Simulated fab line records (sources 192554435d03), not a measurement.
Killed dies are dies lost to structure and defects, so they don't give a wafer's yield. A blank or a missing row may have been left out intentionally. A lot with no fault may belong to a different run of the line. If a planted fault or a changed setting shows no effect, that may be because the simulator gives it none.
Which tool is to blame?	flow n5Finfet	9 lots with 27 wafers sampled at 5 steps, on a route of 1938 steps

## WHAT THE GAUGES READ, wafer by wafer
N5_MOL_CONTACT_COAG_CD_MEAS_40 targets a cd of 25.1 nm. Usual: cdNm 25.08 nm, standard deviation 0.25.
lot	measured	on	cdNm (nm)	flag
L308	day 4 23:47	cdSem-01	25.63 24.96 24.95	
L309	day 5 19:04	cdSem-03	25.04 25.35 25.00	
L310	day 5 19:07	cdSem-03	24.91 24.93 25.39	
L314	day 6 21:52	cdSem-02	25.25 25.26 25.12	
L318	day 7 16:04	cdSem-02	24.76 24.93 25.02	
L320	day 8 04:59	cdSem-03	25.10 24.80 24.78	
L323	day 9 03:22	cdSem-03	25.60 25.08 25.21	
L325	day 9 15:31	cdSem-03	25.64 25.48 25.29	
L327	day 9 22:08	cdSem-03	24.81 24.97 25.61	

N5_BEOL_M4_RC_MEAS_101. Usual: DIBL_N 36.3 mV/V, standard deviation 1.2; DIBL_P 36.1 mV/V, standard deviation 1.6; IOFF_N 0.161 nA/um, standard deviation 0.023; IOFF_P 0.209 nA/um, standard deviation 0.027; ION_N 676 uA/um, standard deviation 8.9; ION_P 462 uA/um, standard deviation 5.3; SS_N 71.5 mV/dec, standard deviation 0.51; SS_P 73.2 mV/dec, standard deviation 0.5; VT_N 249.1 mV, standard deviation 2.5; VT_P -249.9 mV, standard deviation 2.8.
lot	measured	on	DIBL_N (mV/V)	DIBL_P (mV/V)	IOFF_N (nA/um)	IOFF_P (nA/um)	ION_N (uA/um)	ION_P (uA/um)	SS_N (mV/dec)	SS_P (mV/dec)	VT_N (mV)	VT_P (mV)	flag
L308	day 7 12:20	prober-02	36.5 35.7 34.8	36.8 35.0 33.1	0.164 0.142 0.129	0.203 0.183 0.157	671 672 667	460 457 451	71.8 70.8 71.7	72.7 73.3 73.5	246.1 247.2 250.9	-251.8 -253.2 -255.5	
L309	day 8 08:17	prober-01	36.1 35.8 37.7	35.6 36.2 38.1	0.155 0.145 0.185	0.203 0.211 0.249	683 671 689	462 461 471	71.5 70.9 71.6	72.9 72.7 73.9	248.2 248.5 246.0	-249.9 -250.4 -247.5	
L310	day 8 12:03	prober-01	36.8 37.7 36.8	35.5 35.8 34.7	0.161 0.174 0.162	0.221 0.220 0.213	675 674 664	463 466 460	71.3 71.2 71.5	73.0 73.1 73.5	250.1 250.3 248.5	-248.8 -249.0 -247.3	
L314	day 9 12:39	prober-02	36.5 37.4 37.1	35.8 37.8 37.4	0.158 0.188 0.198	0.203 0.239 0.240	669 675 683	459 459 466	71.6 71.5 71.6	73.5 73.4 74.4	249.0 248.5 248.4	-249.5 -247.8 -247.9	
L318	day 10 10:28	prober-01	36.6 36.6 36.2	36.6 37.1 36.4	0.164 0.165 0.150	0.206 0.209 0.196	684 687 673	463 465 457	71.7 71.4 70.7	72.9 73.7 73.0	246.6 249.3 248.3	-249.0 -247.0 -250.7	
L320	day 11 06:47	prober-02	36.9 35.8 36.5	36.3 35.2 35.7	0.165 0.153 0.152	0.255 0.231 0.236	678 678 671	471 470 467	71.0 71.1 71.5	72.7 72.7 73.2	247.4 244.7 248.8	-244.3 -244.4 -244.2	
L323	day 11 09:02	prober-02	35.0 35.7 34.0	35.2 35.9 33.4	0.151 0.160 0.135	0.197 0.204 0.174	676 672 665	467 462 457	71.9 71.9 71.0	72.5 73.4 72.6	247.9 250.1 251.5	-250.9 -250.7 -253.3	
L325	day 12 04:41	prober-02	37.3 37.7 35.5	39.7 39.0 36.3	0.196 0.200 0.151	0.241 0.229 0.188	692 687 678	468 466 464	71.8 72.1 71.4	73.2 74.0 73.0	245.1 247.1 249.1	-249.5 -250.1 -253.0	
L327	day 12 14:46	prober-01	36.1 35.7 36.0	35.0 34.4 35.0	0.166 0.149 0.155	0.211 0.200 0.201	678 675 680	459 460 468	71.1 71.5 71.2	72.2 72.8 72.9	248.8 249.9 250.0	-248.8 -248.3 -248.5	

## EACH LOT AND THE TOOL THAT RAN IT (in order: tool; ch and the chambers of the sampled wafers; start)
lot	N5_MOL_CONTACT_COAG_ETCH_89	N5_MOL_CONTACT_COAG_COAT_64	N5_MOL_CONTACT_COAG_ETCH_65
L308	rieDiel-05 ch 0,1,2, day 4 22:34	lithoTrack-04 ch 0, day 4 23:31	rieDiel-04 ch 0,2, day 5 00:17
L309	rieDiel-05 ch 0,1,2, day 5 16:53	lithoTrack-03 ch 0, day 5 17:47	rieDiel-04 ch 0,1,3, day 5 20:31
L310	rieDiel-05 ch 0,1,3, day 5 17:36	lithoTrack-04 ch 0, day 5 18:39	rieDiel-01 ch 0,2,3, day 5 20:37
L314	rieDiel-01 ch 1,3, day 6 20:38	lithoTrack-02 ch 0, day 6 21:28	rieDiel-01 ch 0,3, day 6 22:02
L318	rieDiel-04 ch 0,2, day 7 14:44	lithoTrack-04 ch 0, day 7 15:39	rieDiel-01 ch 1,2,3, day 7 16:13
L320	rieDiel-01 ch 0,2,3, day 8 03:36	lithoTrack-04 ch 0, day 8 04:42	rieDiel-05 ch 2,3, day 8 05:29
L323	rieDiel-05 ch 1,2,3, day 9 01:58	lithoTrack-03 ch 0, day 9 02:58	rieDiel-05 ch 0,1,2, day 9 04:11
L325	rieDiel-04 ch 0,3, day 9 13:53	lithoTrack-02 ch 0, day 9 15:14	rieDiel-04 ch 0,1,2, day 9 15:40
L327	rieDiel-04 ch 0,1,3, day 9 21:02	lithoTrack-02 ch 0, day 9 21:51	rieDiel-04 ch 0,3, day 9 22:17
- N5_MOL_CONTACT_COAG_ETCH_89: etches underlayer in N2/H2, target depth 13 nm, time 10.4 s.
- N5_MOL_CONTACT_COAG_COAT_64: time 60 s, resist thk 10 nm.
- N5_MOL_CONTACT_COAG_ETCH_65: etches underlayer in N2/H2, target depth 13 nm, time 10.4 s.

## WHAT THE TOOLS THEMSELVES READ (means of the sampled wafers that have a number; where no wafer has one, the mark that the record gives instead)
N5_MOL_CONTACT_COAG_ETCH_89. Usual: drypumpMotorCurrentA 6.0 A, standard deviation 0.49; etchRfOnTimeS 10.47 s, standard deviation 0.14; oesProductAu 0.66 a.u., standard deviation 0.062; rfVppV 523.9 V, standard deviation 2.4; showerheadPlenumPTorr 2.55 Torr, standard deviation 0.082; throttleValvePct 17.79 %, standard deviation 0.24.
lot	tool	drypumpMotorCurrentA (A)	etchRfOnTimeS (s)	oesProductAu (a.u.)	rfVppV (V)	showerheadPlenumPTorr (Torr)	throttleValvePct (%)	flag
L308	rieDiel-05	6.2	10.56	0.68	524.7	2.55	17.67	
L309	rieDiel-05	6.2	10.48	0.67	524.1	2.55	17.69	
L310	rieDiel-05	5.8	10.55	0.66	525.8	2.59	17.70	
L314	rieDiel-01	6.1	10.32	0.71	524.3	2.52	18.08	
L318	rieDiel-04	6.0	10.40	0.59	523.6	2.54	17.69	
L320	rieDiel-01	5.7	10.49	0.66	522.6	2.50	17.93	
L323	rieDiel-05	6.2	10.51	0.72	524.9	2.60	17.69	
L325	rieDiel-04	6.3	10.56	0.59	520.9	2.47	17.68	
L327	rieDiel-04	6.0	10.47	0.62	522.3	2.52	17.85	

N5_MOL_CONTACT_COAG_COAT_64. Usual: chillPlateTempC 22.99 C, standard deviation 0.11; heaterPowerTotalW 391.9 W, standard deviation 1.3; plateTempC 204.97 C, standard deviation 0.17.
lot	tool	chillPlateTempC (C)	heaterPowerTotalW (W)	plateTempC (C)	flag
L308	lithoTrack-04	23.11	391.4	204.92	
L309	lithoTrack-03	23.02	391.5	204.78	
L310	lithoTrack-04	22.94	392.0	205.10	
L314	lithoTrack-02	22.93	391.4	205.07	
L318	lithoTrack-04	23.08	434.9	222.53	OFF
L320	lithoTrack-04	22.96	436.4	222.21	OFF
L323	lithoTrack-03	22.91	390.4	204.99	
L325	lithoTrack-02	23.06	391.6	204.73	
L327	lithoTrack-02	23.06	391.9	204.98	

N5_MOL_CONTACT_COAG_ETCH_65. Usual: drypumpMotorCurrentA 6.0 A, standard deviation 0.5; etchRfOnTimeS 10.47 s, standard deviation 0.12; oesProductAu 0.66 a.u., standard deviation 0.062; rfVppV 524.0 V, standard deviation 2.4; showerheadPlenumPTorr 2.55 Torr, standard deviation 0.084; throttleValvePct 17.80 %, standard deviation 0.23.
lot	tool	drypumpMotorCurrentA (A)	etchRfOnTimeS (s)	oesProductAu (a.u.)	rfVppV (V)	showerheadPlenumPTorr (Torr)	throttleValvePct (%)	flag
L308	rieDiel-04	6.0	10.48	0.59	523.6	2.55	17.64	
L309	rieDiel-04	6.0	10.39	0.64	524.7	2.54	17.77	
L310	rieDiel-01	5.7	10.33	0.67	523.4	2.51	17.88	
L314	rieDiel-01	5.4	10.45	0.71	523.6	2.53	17.98	
L318	rieDiel-01	6.1	10.47	0.65	522.7	2.50	17.96	
L320	rieDiel-05	6.3	10.41	0.67	524.2	2.59	17.80	
L323	rieDiel-05	6.2	10.55	0.72	523.8	2.53	17.60	
L325	rieDiel-04	6.0	10.46	0.68	523.2	2.52	17.75	
L327	rieDiel-04	5.9	10.52	0.60	524.1	2.55	17.65	

## THE ANSWER, worked out from the rows above alone
Rule: lot off if the mean of its wafers having a number is beyond 3 standard deviations from the usual mean. Also off: a lot with no number at a reading for which 4 or more lots have one. The other lots that the step has rows for count as sound. Order of review: gauges by route order, followed by the tools' own readings, for which a lot's mean as printed above is used. The first step at which some lot is off is used, and at that step the reading that is off furthest; a lot without a number counts as furthest.
Off: L318, L320, at N5_MOL_CONTACT_COAG_COAT_64 (plateTempC).
A tool fits if, at that step or a process step before it, it ran every lot that is off, and no sound lot after the first of them. One fits: lithoTrack-04 at N5_MOL_CONTACT_COAG_COAT_64. A fault onset in the window from L310 (day 5 18:39, its last sound lot) to L318 (day 7 15:39, its first lot off) fits.
The tool's own readings at N5_MOL_CONTACT_COAG_COAT_64 bear it out: on the lots that are off they differ by more than 5 times the standard deviation of the sound lots' means. heaterPowerTotalW reads 435.6 W there against 391.5 W on the sound lots; plateTempC reads 222.37 C there against 204.94 C on the sound lots.

## WHAT THE SIMULATOR HAD PUT IN
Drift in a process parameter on lithoTrack-04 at N5_MOL_CONTACT_COAG_COAT_64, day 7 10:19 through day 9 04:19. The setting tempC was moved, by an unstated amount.
Struck lots among those shown: L318, L320. Same finding as the rule above.
